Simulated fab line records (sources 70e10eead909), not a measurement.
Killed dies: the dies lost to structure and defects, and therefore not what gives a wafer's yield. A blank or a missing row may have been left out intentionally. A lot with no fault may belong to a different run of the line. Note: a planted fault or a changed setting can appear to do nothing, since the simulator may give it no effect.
Matching of chambers	flow nand-harc	NHARC_A_STAIRCASE_CMP_472 on cmp-01 has 4 sister chambers
The step polishes SiO2. 4 wafers are shown with their chamber, then 12 later ones without.

## EACH WAFER AND ITS CHAMBER
wafer	chamber	motor-current-A (A)
L079.2	1	11.3
L088.1	0	11.8
L088.3	2	11.5
L088.4	3	12.6

## WAFERS MISSING THEIR CHAMBER
wafer	motor-current-A (A)
L085.1	11.0
L085.3	11.8
L085.6	12.1
L090.2	12.1
L090.4	13.8
L090.5	11.6
L092.1	13.5
L092.3	11.7
L092.5	11.4
L095.2	11.6
L095.4	11.7
L095.6	11.6

## CHAMBER TAKEN BY EACH
wafer	from the rows above	in truth
L085.1	can't be placed: 1 or 2 or 0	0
L085.3	can't be placed: 0 or 2 or 1 or 3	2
L085.6	can't be placed: 0 or 3 or 2 or 1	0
L090.2	can't be placed: 0 or 3 or 2 or 1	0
L090.4	can't be placed: 3 or 0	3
L090.5	can't be placed: 2 or 0 or 1 or 3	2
L092.1	can't be placed: 3 or 0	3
L092.3	can't be placed: 0 or 2 or 1 or 3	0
L092.5	can't be placed: 1 or 2 or 0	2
L095.2	can't be placed: 2 or 0 or 1 or 3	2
L095.4	can't be placed: 0 or 2 or 1 or 3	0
L095.6	can't be placed: 2 or 0 or 1 or 3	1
0 of 12 placed correctly. Can't be placed from these rows: 12 (the true chamber is among the candidates in 12). Number placed wrongly: 0.
How it was worked out, from the rows above alone: a wafer's distance from a chamber is the root of the sum, over the readings, of the square of ((its reading less the chamber's mean) divided by the reading's scatter). If the next closest chamber is less than 2 further off than the closest, the wafer can't be placed; otherwise it belongs to the closest. Each chamber's mean is taken over the wafers shown for it. The scatter: with one shown wafer a chamber, the root of the mean of the squares of how far each hidden wafer lies from its nearest shown one.
